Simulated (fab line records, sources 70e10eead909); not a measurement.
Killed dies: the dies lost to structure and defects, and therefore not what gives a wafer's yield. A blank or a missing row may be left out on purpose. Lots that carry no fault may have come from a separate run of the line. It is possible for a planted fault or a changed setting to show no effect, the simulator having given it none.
fab line records ; flow nandHarc
record lots=6; wafers=18; lastDay=27
route steps=1302 shown A_CHANNEL_HOLE_D1@481 A_CHANNEL_FILL_D1@490 A_DECK1_JOINT@518 END@1302
lots that met no fault: taken from a fault-free run of the same line
startH: start of the lot's first displayed wafer, in hours after the record's first day ; waitH: hours elapsed since this lot's preceding step ; " identical to the entry in the row above ; L1.1+2: a single row standing in for several wafers ; - no value, or no start given ; * or withheld: withheld ; < > ~ a bound
route shown NAME@n: NAME is a module with steps in the file, n the number in the route of the first one ; usual: the fault-free wafers' mean and standard deviation ; same: alike in all rows ; chamber/n: place in a boat ; sites: each site's reading ; _std_site: how widely they spread, as a standard deviation ; _edge_site: the outer-site mean with the inner-site mean subtracted ; radiusMm: how far each site lies from the wafer's centre ; mask NAME#n: copy n ; behind: the most recent tool/chamber to have shaped the wafer ; hold: the reason the lot was held/the length of the hold in hours/how it ended ; device: the n, p or np transistor that did not switch ; end of line: tests of these same wafers at the route's end ; a step given without rows: its recipe and nothing more ; killed: at the first sort, the dies lost to defects and structure; wafer yield is something else ; map: the dies of a wafer, with x for killed, . for not killed, _ for no die there
set.NAME: the setting that was run; set.NAME@STEP: the one run at that earlier step ; model.NAME: the simulator's own value behind a step, which no gauge read
lots at some steps of the route; a table a step, a row a wafer
services: the hour from which a tool's chamber was out of use, counted from the record's first day as startH (under 0 if before that day), plus the number of hours and why
## steps
# step NHARC_A_CHANNEL_HOLE_D1_STRIP_42
# recipe cf4FlowSccm=100; chf3FlowSccm=30; arFlowSccm=0; biasW=0; chemistry=CF4/CHF3
# step NHARC_A_CHANNEL_HOLE_D1_STRIP_43
# recipe o2FlowSccm=400; cosFlowSccm=20; arFlowSccm=0; biasW=0; chemistry=O2/COS
# step NHARC_A_CHANNEL_HOLE_D1_ETCH_44
# recipe targetDepthA=1400; overetchA=140; timeS=77; ionEnergyEv=100; cf4FlowSccm=80; o2FlowSccm=20; arFlowSccm=0; rfW=300; biasW=100; chemistry=CF4/O2
# step NHARC_A_CHANNEL_HOLE_D1_STRIP_27
# recipe o2FlowSccm=500; arFlowSccm=0; biasW=0; chemistry=O2
# step NHARC_A_CHANNEL_HOLE_D1_PRECLEAN_28
# recipe timeS=*; tempC=50; bathAgeMin=0; chemistry=SC1
# step NHARC_A_CHANNEL_HOLE_D1_SRD_29
# step NHARC_A_CHANNEL_HOLE_D1_CD_MEAS_30
# usual cdNm=90.5/1.2
lot.wafer;tool;chamber;startH;waitH;cdNm
L851.1;cdSem-03;-;195.30;-;91.6
L851.3;cdSem-03;-;195.30;-;89.4
L851.6;cdSem-03;-;195.30;-;88.9
L852.1;cdSem-03;-;204.24;-;90.6
L852.2;cdSem-03;-;204.24;-;92.2
L852.3;cdSem-03;-;204.24;-;90.2
L855.3;cdSem-02;-;245.61;-;92.3
L855.5;cdSem-02;-;245.61;-;90.9
L855.6;cdSem-02;-;245.61;-;90.5
L857.2;cdSem-01;-;252.79;-;89.6
L857.3;cdSem-01;-;252.79;-;91.2
L857.5;cdSem-01;-;252.79;-;89.2
L858.3;cdSem-01;-;273.54;-;93.8
L858.4;cdSem-01;-;273.54;-;90.9
L858.6;cdSem-01;-;273.54;-;91.5
L859.2;cdSem-02;-;279.77;-;91.1
L859.3;cdSem-02;-;279.77;-;92.0
L859.6;cdSem-02;-;279.77;-;88.9
# step NHARC_A_CHANNEL_HOLE_D1_XSEM_31
# recipe landingEnergyEv=35000
# usual botCdNm=74.9/1.4; bowNm=8.63/0.29; tiltDeg=0.08/0.041
lot.wafer;tool;chamber;startH;waitH;botCdNm;bowNm;tiltDeg
L851.1;xsem-01;0;195.38;0.1;74.3;8.42;0.09
L851.3;xsem-01;0;195.38;0.1;73.9;8.43;0.09
L851.6;xsem-01;0;195.38;0.1;72.9;8.40;0.09
L852.1;xsem-01;0;204.33;0.1;75.2;8.71;0.06
L852.2;xsem-01;0;204.33;0.1;77.1;8.78;0.06
L852.3;xsem-01;0;204.33;0.1;75.1;8.77;0.06
L855.3;xsem-01;0;245.70;0.1;76.0;8.64;0.07
L855.5;xsem-01;0;245.70;0.1;73.9;8.56;0.07
L855.6;xsem-01;0;245.70;0.1;73.9;8.66;0.07
L857.2;xsem-02;0;252.89;0.1;73.5;8.92;0.10
L857.3;xsem-02;0;252.89;0.1;76.2;8.95;0.10
L857.5;xsem-02;0;252.89;0.1;74.3;8.96;0.10
L858.3;xsem-01;0;273.63;0.1;76.7;9.08;0.15
L858.4;xsem-01;0;273.63;0.1;75.5;9.11;0.15
L858.6;xsem-01;0;273.63;0.1;75.0;9.06;0.15
L859.2;xsem-01;0;279.86;0.1;76.1;8.38;0.02
L859.3;xsem-01;0;279.86;0.1;76.6;8.32;0.02
L859.6;xsem-01;0;279.86;0.1;73.4;8.35;0.03
# step NHARC_A_CHANNEL_HOLE_D1_INSPECT_40
# usual rawDefectCount=68/26
lot.wafer;tool;chamber;startH;waitH;rawDefectCount
L851.1;defectInspect-02;-;195.48;-;32
L851.3;defectInspect-02;-;195.48;-;18
L851.6;defectInspect-02;-;195.48;-;36
L852.1;defectInspect-01;-;204.42;-;87
L852.2;defectInspect-01;-;204.42;-;105
L852.3;defectInspect-01;-;204.42;-;80
L855.3;defectInspect-02;-;245.79;-;67
L855.5;defectInspect-02;-;245.79;-;64
L855.6;defectInspect-02;-;245.79;-;61
L857.2;defectInspect-02;-;252.98;-;100
L857.3;defectInspect-02;-;252.98;-;78
L857.5;defectInspect-02;-;252.98;-;113
L858.3;defectInspect-01;-;273.72;-;80
L858.4;defectInspect-01;-;273.72;-;70
L858.6;defectInspect-01;-;273.72;-;89
L859.2;defectInspect-01;-;279.95;-;101
L859.3;defectInspect-01;-;279.95;-;82
L859.6;defectInspect-01;-;279.95;-;102
# step NHARC_A_CHANNEL_FILL_D1_PRECLEAN_00
# recipe timeS=*; tempC=50; bathAgeMin=0; chemistry=SC1
# step NHARC_A_CHANNEL_FILL_D1_SRD_01
# step NHARC_A_CHANNEL_FILL_D1_ALD_02
# recipe targetThkA=60; pulseTimeS=10; aldCycles=60; tempC=300; material=SiO2
# step NHARC_A_CHANNEL_FILL_D1_ALD_03
# recipe targetThkA=60; pulseTimeS=60; aldCycles=58; tempC=630; pressureTorr=2; material=SiNx
# usual precursorPulseHeightRel=1.001/0.022
lot.wafer;tool;chamber;startH;waitH;precursorPulseHeightRel
L851.1;aldSinBatch-03;0;199.12;-;1.025
L851.3;aldSinBatch-03;0;199.12;-;0.934
L851.6;aldSinBatch-03;0;199.12;-;1.008
L852.1;aldSinBatch-03;0;208.06;-;0.981
L852.2;aldSinBatch-03;0;208.06;-;0.982
L852.3;aldSinBatch-03;0;208.06;-;1.002
L855.3;aldSinBatch-01;0;246.93;-;0.985
L855.5;aldSinBatch-01;0;246.93;-;1.004
L855.6;aldSinBatch-01;0;246.93;-;1.012
L857.2;aldSinBatch-01;0;256.61;-;1.006
L857.3;aldSinBatch-01;0;256.61;-;0.997
L857.5;aldSinBatch-01;0;256.61;-;0.979
L858.3;aldSinBatch-03;0;277.35;-;0.985
L858.4;aldSinBatch-03;0;277.35;-;0.995
L858.6;aldSinBatch-03;0;277.35;-;1.022
L859.2;aldSinBatch-01;0;284.57;-;1.018
L859.3;aldSinBatch-01;0;284.57;-;0.986
L859.6;aldSinBatch-01;0;284.57;-;1.000
# step NHARC_A_CHANNEL_FILL_D1_ALD_14
# recipe targetThkA=25; pulseTimeS=10; aldCycles=25; tempC=300; material=SiO2
# usual heaterPowerW=472/52; precursorPulseHeightRel=1.002/0.02
lot.wafer;tool;chamber;startH;waitH;heaterPowerW;precursorPulseHeightRel
L851.3;aldHk-01;1;202.78;0.1;499;0.969
L851.1;aldHk-01;2;202.78;0.1;477;1.015
L851.6;aldHk-01;0;202.78;0.1;516;0.989
L852.1;aldHk-03;0;211.67;0.0;526;1.013
L852.3;aldHk-03;2;211.67;0.0;446;0.987
L852.2;aldHk-03;3;211.67;0.0;439;1.015
L855.3;aldHk-01;1;250.55;0.0;508;1.035
L855.5;aldHk-01;1;250.55;0.0;507;1.012
L855.6;aldHk-01;2;250.55;0.0;466;1.007
L857.3;aldHk-01;0;260.52;0.4;525;1.029
L857.2;aldHk-01;1;260.52;0.4;516;0.990
L857.5;aldHk-01;2;260.52;0.4;480;1.012
L858.4;aldHk-01;3;280.96;0.1;562;1.007
L858.3;aldHk-01;2;280.96;0.1;496;0.991
L858.6;aldHk-01;0;280.96;0.1;522;1.019
L859.3;aldHk-02;1;288.18;0.1;411;0.990
L859.2;aldHk-02;2;288.18;0.1;379;1.032
L859.6;aldHk-02;0;288.18;0.1;437;0.982
# step NHARC_A_CHANNEL_FILL_D1_ALD_15
# recipe targetThkA=20; pulseTimeS=60; aldCycles=19; tempC=630; pressureTorr=2; material=SiNx
# step NHARC_A_CHANNEL_FILL_D1_ALD_16
# recipe targetThkA=15; pulseTimeS=10; aldCycles=15; tempC=300; material=SiO2
# usual heaterPowerW=470/46; precursorPulseHeightRel=1.002/0.02
lot.wafer;tool;chamber;startH;waitH;heaterPowerW;precursorPulseHeightRel
L851.1;aldHk-01;0;207.87;0.0;519;0.974
L851.3;aldHk-01;2;207.87;0.0;485;0.994
L851.6;aldHk-01;1;207.87;0.0;505;0.994
L852.2;aldHk-02;2;217.32;0.5;390;1.029
L852.3;aldHk-02;0;217.32;0.5;434;0.970
L852.1;aldHk-02;1;217.32;0.5;398;0.971
L855.3;aldHk-01;1;255.70;0.0;504;1.026
L855.6;aldHk-01;1;255.70;0.0;514;0.986
L855.5;aldHk-01;2;255.70;0.0;485;0.982
L857.2;aldHk-01;1;265.65;0.0;501;0.984
L857.3;aldHk-01;3;265.65;0.0;563;1.014
L857.5;aldHk-01;2;265.65;0.0;489;0.989
L858.4;aldHk-03;2;286.89;0.0;455;1.040
L858.3;aldHk-03;3;286.89;0.0;448;1.004
L858.6;aldHk-03;2;286.89;0.0;456;1.002
L859.3;aldHk-03;2;293.33;0.1;456;1.040
L859.2;aldHk-03;1;293.33;0.1;437;1.032
L859.6;aldHk-03;3;293.33;0.1;443;1.006
# step NHARC_A_CHANNEL_FILL_D1_ANNEAL_17
# recipe tempC=850; timeS=1800
# step NHARC_A_CHANNEL_FILL_D1_CVD_18
# recipe targetThkA=30; tempC=550; material=poly-Si
# step NHARC_A_CHANNEL_FILL_D1_ETCHBACK_19
# recipe targetDepthA=50; timeS=1.7; hbrFlowSccm=150; cl2FlowSccm=50; rfW=400; icpW=400; biasW=100; chemistry=HBr/Cl2
# usual drypumpMotorCurrentA=5.8/0.39; oesProductAu=1.001/0.0092; throttleValvePct=26.406/0.0089
lot.wafer;tool;chamber;startH;waitH;drypumpMotorCurrentA;oesProductAu;rfHoursCounterH;throttleValvePct
L851.3;rieSi-02;1;221.26;0.4;6.2;1.013;0.5;26.397
L851.1;rieSi-02;3;221.26;0.4;5.3;1.020;0.7;26.399
L851.6;rieSi-02;2;221.26;0.4;6.5;1.012;-;26.393
L852.2;rieSi-01;1;229.22;0.4;6.2;0.998;0.2;26.411
L852.3;rieSi-01;2;229.22;0.4;5.4;0.996;0.3;26.387
L852.1;rieSi-01;3;229.22;0.4;5.7;0.994;0.3;26.410
L855.3;rieSi-02;3;267.38;0.4;5.3;1.021;0.9;26.399
L855.6;rieSi-02;1;267.38;0.4;6.2;1.013;-;26.411
L855.5;rieSi-02;2;267.38;0.4;6.5;1.003;-;26.407
L857.3;rieSi-03;3;277.58;0.4;6.0;0.993;0.2;26.423
L857.2;rieSi-03;1;277.58;0.4;5.3;0.988;0.2;26.412
L857.5;rieSi-03;2;277.58;0.4;5.8;1.003;-;26.426
L858.3;rieSi-01;0;298.94;0.4;5.3;0.984;0.7;26.387
L858.4;rieSi-01;2;298.94;0.4;5.5;1.018;0.7;26.414
L858.6;rieSi-01;0;298.94;0.4;5.4;1.007;-;26.406
L859.3;rieSi-01;3;305.28;0.4;5.7;0.988;0.8;26.411
L859.2;rieSi-01;2;305.28;0.4;5.5;1.014;0.8;26.419
L859.6;rieSi-01;3;305.28;0.4;5.7;0.991;-;26.399
# step NHARC_A_CHANNEL_FILL_D1_ETCHBACK_20
# recipe targetDepthA=270; timeS=13.5; c4f8FlowSccm=withheld; o2FlowSccm=8; arFlowSccm=withheld; rfW=600; biasW=1500; chemistry=C4F8/O2/Ar
# step NHARC_A_CHANNEL_FILL_D1_STRIP_28
# recipe timeS=20; o2FlowSccm=500; arFlowSccm=0; biasW=0; chemistry=O2
# step NHARC_A_CHANNEL_FILL_D1_PRECLEAN_21
# recipe timeS=30; chemistry=dHF
# step NHARC_A_CHANNEL_FILL_D1_SRD_23
# step NHARC_A_CHANNEL_FILL_D1_CVD_05
# recipe targetThkA=50; tempC=550; material=poly-Si
# step NHARC_A_CHANNEL_FILL_D1_ANNEAL_22
# recipe tempC=620; timeS=7200
# step NHARC_A_CHANNEL_FILL_D1_ALD_25
# recipe targetThkA=600; pulseTimeS=10; aldCycles=600; tempC=300; material=SiOx
# step NHARC_A_CHANNEL_FILL_D1_ETCHBACK_08
# recipe targetDepthA=2200; timeS=110; c4f8FlowSccm=20; arFlowSccm=withheld; rfW=600; biasW=300; chemistry=C4F8
# step NHARC_A_CHANNEL_FILL_D1_STRIP_29
# recipe timeS=20; o2FlowSccm=500; arFlowSccm=0; biasW=0; chemistry=O2
# usual drypumpMotorCurrentA=5.7/0.61; oesProductAu=0.998/0.0094; rfVppV=57.8/0.9; showerheadPlenumPTorr=3.52/0.12; throttleValvePct=17.037/0.0093
lot.wafer;tool;chamber;startH;waitH;drypumpMotorCurrentA;oesProductAu;rfHoursCounterH;rfVppV;showerheadPlenumPTorr;throttleValvePct
L851.3;rieDiel-13;3;-;-;6.2;0.991;3.0;58.2;3.60;17.043
L851.1;rieDiel-13;2;-;-;5.3;1.010;3.1;56.3;3.44;17.049
L851.6;rieDiel-13;3;-;-;6.2;0.992;-;58.7;3.60;17.041
L852.2;rieDiel-11;3;-;-;4.8;0.997;8.9;56.7;3.44;17.052
L852.3;rieDiel-11;0;-;-;6.2;1.006;9.0;58.1;3.65;17.038
L852.1;rieDiel-11;1;-;-;6.0;1.009;8.8;58.7;3.70;17.032
L855.3;rieDiel-13;0;-;-;6.7;1.006;6.1;57.0;3.40;17.039
L855.5;rieDiel-13;1;-;-;5.1;0.984;-;58.4;3.74;17.041
L855.6;rieDiel-13;2;-;-;5.3;1.006;-;57.1;3.44;17.032
L857.2;rieDiel-05;3;-;-;5.7;0.995;3.9;57.3;3.53;17.032
L857.3;rieDiel-05;0;-;-;5.0;0.997;4.1;57.1;3.56;17.034
L857.5;rieDiel-05;2;-;-;5.3;1.007;-;57.0;3.43;17.028
L858.3;rieDiel-05;2;-;-;5.2;0.994;4.4;57.6;3.43;17.034
L858.4;rieDiel-05;0;-;-;5.0;0.990;5.0;59.8;3.56;17.059
L858.6;rieDiel-05;1;-;-;6.5;1.000;-;56.7;3.33;17.027
L859.3;rieDiel-05;1;-;-;6.5;1.008;3.0;56.9;3.33;17.019
L859.2;rieDiel-05;2;-;-;5.3;0.992;4.4;57.6;3.43;17.044
L859.6;rieDiel-05;0;-;-;5.1;1.004;-;58.1;3.56;17.020
# step NHARC_A_CHANNEL_FILL_D1_PRECLEAN_30
# recipe timeS=30; chemistry=dHF
# step NHARC_A_CHANNEL_FILL_D1_SRD_31
# step NHARC_A_CHANNEL_FILL_D1_CVD_09
# recipe targetThkA=1500; tempC=620; pressureMtorr=200; timeS=3000; material=poly-Si
# step NHARC_A_CHANNEL_FILL_D1_CMP_10
# recipe targetThkNm=150
# step NHARC_A_CHANNEL_FILL_D1_SRD_12
# step NHARC_A_DECK1_JOINT_ETCHBACK_07
# recipe targetDepthA=1050; timeS=26.9; hbrFlowSccm=150; rfW=350; icpW=350; biasW=60; chemistry=HBr
# step NHARC_A_DECK1_JOINT_ETCH_25
# recipe targetDepthA=5; chemistry=dHF; material=SiO2
# step NHARC_A_DECK1_JOINT_ETCH_19
# recipe tempC=25; targetDepthA=30; chemistry=TMAH; material=poly-Si
# step NHARC_A_DECK1_JOINT_ETCH_18
# recipe targetDepthA=30; chemistry=dHF; material=SiO2
# step NHARC_A_DECK1_JOINT_WET_08
# recipe tempC=160; timeS=86; chemistry=H3PO4
# step NHARC_END_SORT_01
# recipe tempC=25
# usual killedAtArray=53/21; killedAtOther=0.8/1.1; killedAtPeriphery=4.2/2.7; killedDies=58/22; killedOpen=3.4/1.9; killedShort=2.5/1.6
# same grossDies=677
lot.wafer;tool;chamber;startH;waitH;killedAtArray;killedAtOther;killedAtPeriphery;killedDies;killedOpen;killedShort
L857.2;prober-02;0;621.92;2.8;144;2;2;148;3;1
L857.3;prober-02;0;622.70;3.1;150;2;3;155;4;2
L857.5;prober-02;0;624.28;3.7;159;0;2;161;1;4
L855.3;prober-01;0;622.76;3.1;71;0;3;74;4;2
L855.5;prober-01;0;624.38;3.7;69;0;3;72;4;1
L855.6;prober-01;0;625.19;4.1;77;3;1;81;2;6
L859.2;prober-02;0;653.20;2.8;147;4;6;157;2;1
L859.3;prober-02;0;654.01;3.1;148;2;3;153;7;2
L859.6;prober-02;0;656.42;4.0;152;1;7;160;0;3
# killed by level:class
L857.2 A_CHANNEL_FILL_D1:unspecified=72 A_CHANNEL_HOLE_D2:chamberFilmFlake=29 A_CHANNEL_HOLE_D1:chamberFilmFlake=21 A_STAIRCASE:chamberFilmFlake=9 A_CONTACT:chamberFilmFlake=8 THIN_TSV:chamberFilmFlake=2 P_STI:geometricParticle:short=1 A_ONON_D1:geometricParticle:open=1
L857.3 A_CHANNEL_FILL_D1:unspecified=75 A_CHANNEL_HOLE_D2:chamberFilmFlake=37 A_CHANNEL_HOLE_D1:chamberFilmFlake=17 A_CONTACT:chamberFilmFlake=9 A_STAIRCASE:chamberFilmFlake=6 A_CHANNEL_FILL_D2:chamberFilmFlake=2 THIN_TSV:chamberFilmFlake=2 P_STI:geometricParticle:short=1
L855.3 A_SLIT:chamberFilmFlake=29 A_CHANNEL_HOLE_D2:chamberFilmFlake=29 A_CONTACT:chamberFilmFlake=7 P_STI:geometricParticle:open=1 P_CONTACT:geometricParticle:open=1 A_CHANNEL_FILL_D1:geometricParticle:open=1 A_CHANNEL_FILL_D2:geometricParticle:short=1 A_CHANNEL_FILL_D2:geometricParticle:open=1
L857.5 A_CHANNEL_FILL_D1:unspecified=78 A_CHANNEL_HOLE_D2:chamberFilmFlake=33 A_CHANNEL_HOLE_D1:chamberFilmFlake=28 A_CONTACT:chamberFilmFlake=8 A_STAIRCASE:chamberFilmFlake=7 P_M0:geometricParticle:short=1 A_CHANNEL_FILL_D1:geometricParticle:short=1 A_CHANNEL_HOLE_D2:geometricParticle:short=1
L855.5 A_CHANNEL_HOLE_D2:chamberFilmFlake=31 A_SLIT:chamberFilmFlake=25 A_STAIRCASE:chamberFilmFlake=4 A_CHANNEL_HOLE_D1:chamberFilmFlake=2 A_CONTACT:chamberFilmFlake=2 P_M0:geometricParticle:open=1 P_M0:geometricParticle:short=1 A_CHANNEL_HOLE_D1:geometricParticle:open=1
L855.6 A_CHANNEL_HOLE_D2:chamberFilmFlake=35 A_SLIT:chamberFilmFlake=25 A_CONTACT:chamberFilmFlake=4 A_ONON_D1:geometricParticle:short=3 THIN_TSV:chamberFilmFlake=3 A_CHANNEL_HOLE_D1:chamberFilmFlake=2 P_M1:geometricParticle:short=1 A_ONON_D1:geometricParticle:open=1
L859.2 A_CHANNEL_FILL_D1:unspecified=71 A_CHANNEL_HOLE_D1:chamberFilmFlake=27 A_SLIT:chamberFilmFlake=27 A_CHANNEL_HOLE_D2:chamberFilmFlake=13 A_CONTACT:chamberFilmFlake=5 P_BONDPAD:chamberFilmFlake=4 THIN_TSV:chamberFilmFlake=4 P_M2:geometricParticle:open=1
L859.3 A_CHANNEL_FILL_D1:unspecified=75 A_CHANNEL_HOLE_D1:chamberFilmFlake=30 A_SLIT:chamberFilmFlake=25 A_CHANNEL_HOLE_D2:chamberFilmFlake=7 A_CHANNEL_FILL_D2:geometricParticle:open=3 A_CONTACT:chamberFilmFlake=3 P_M2:geometricParticle:short=1 A_ONON_D1:geometricParticle:open=1
L859.6 A_CHANNEL_FILL_D1:unspecified=76 A_CHANNEL_HOLE_D1:chamberFilmFlake=31 A_SLIT:chamberFilmFlake=24 A_CHANNEL_HOLE_D2:chamberFilmFlake=15 P_BONDPAD:chamberFilmFlake=7 A_CHANNEL_FILL_D2:chamberFilmFlake=2 A_ONON_D1:geometricParticle:short=1 A_DECK1_JOINT:geometricParticle:short=1
# map L857.5 (x killed, . not)
____________x____________
_________...x..._________
_______...x......._______
______.............______
_____.......x.x....._____
____.................____
____.................____
___.......x...x.......___
___...................___
__.....................__
__.....................__
_............x.........._
_.............x.xx......_
_.....x......xx.xx......_
_....x........x.x......._
_.......x...xxxxxx......_
x........xx.xxxxxx.......
...........x.xxx....x....
...........xxxxxxx.......
.........xxxxx.x.xx......
........x.xxxxxxxx..x..x.
_.........x.xx.x........_
_......x.x.xxxxxx......._
_........xx............._
_......................._
_.........x.......x....._
__....x..xxx...........__
__.x.xx.xxx..x.........__
___..xxxxxx...........___
___xxxxxxxxxxx........___
____.xxxxxxxxx.......____
____xxxxxxxxxxx......____
_____xxxxxxxxx......_____
______xxxxxxxxx....______
_______xxxxxxx...._______
_________xxxxx.._________
____________x____________
# map L859.6 (x killed, . not)
____________.____________
_________......._________
_______..........._______
______.x...........______
_____...x..........._____
____................x____
____....xx...x.......____
___...xxx..x.x........___
___.....xx...x........___
__.x.x.xx..xxx.x.......__
__...x.xxxxx.x.xx...x..__
_....x.x....xxxxx......._
_....xx..x...xx........._
_.....x.......xx.x......_
_.......xx...xx.xx......_
_........x..x.x.xx......_
...........xxxxxxx......x
..............xxxxx......
............xx....x......
.............x.xx........
...............x.........
_......................._
_..x..........xx........_
_........x.............._
_......................._
_......................._
__....x..xxxx......x...__
__...x.xxxx............__
___..x.xxxxx.x........___
___..xxxxxxxxx........___
____xxxxxxxxx..x.....____
____.xxxxxxxxxx......____
_____xxxxxxxx.x....._____
______xxxxxxxx.....______
_______xxxxxxx...._______
_________xxxxx.._________
____________x____________
## services
tool;chamber;startH;hours;kind
rieDiel-05;-;176.25;0.7;repair
aldHk-01;-;185.41;1.4;repair
rieDiel-11;2;191.29;28.6;repair
rieSi-01;-;193.08;9.0;pm
aldHk-03;-;214.71;10.0;pm
rieSi-03;-;221.00;9.0;pm
rieDiel-11;2;228.53;4.4;repair
rieDiel-05;-;229.60;9.0;pm
rieSi-01;1;230.24;7.5;repair
rieSi-02;-;244.75;0.7;repair
rieDiel-13;3;250.87;5.1;repair
rieDiel-11;-;255.75;9.0;pm
rieSi-01;1;257.47;7.8;repair
rieDiel-05;1;259.48;20.4;repair
rieSi-02;-;277.00;9.0;pm
rieDiel-05;0;277.26;2.3;repair
rieSi-01;-;282.59;0.2;repair
rieDiel-13;2;294.07;4.5;repair
aldSinBatch-03;-;299.84;4.8;repair
rieDiel-13;2;300.73;6.7;repair
aldHk-01;-;301.53;10.0;pm
aldHk-03;-;313.26;0.4;repair
rieDiel-13;2;314.04;9.5;repair
rieDiel-13;3;315.93;4.5;repair
## key
firstSign step=NHARC_END_SORT_01; reading=killedAtArray; direction=up; sigmas=4.6; usual=53; struck=150
effect step=NHARC_END_SORT_01; reading=killedDies; direction=up; sigmas=4.5; usual=58; struck=156
moreKillsBornAt NHARC_A_CHANNEL_FILL_D1_ALD_03@aldSinBatch-01=447
metAt NHARC_A_CHANNEL_FILL_D1_ALD_03
struckWafers L857.2,L857.3,L857.5,L859.2,L859.3,L859.6
testerLeftOut L857,L859
onsetBetween 246.93 256.61
fault kind=chamberParticleSource; tool=aldSinBatch-01; chamber=-; onsetH=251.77; steps=NHARC_A_CHANNEL_FILL_D1_ALD_03; ratePerVisitCm2=2.0673; endH=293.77
# testerLeftOut: of these lots the tester's yield and bins aren't shown, on N5 and GAA mostly nor the transistor test; their killed dies are dies lost to structure and defects alone, not to doping, threshold or leakage, so they don't give the yield
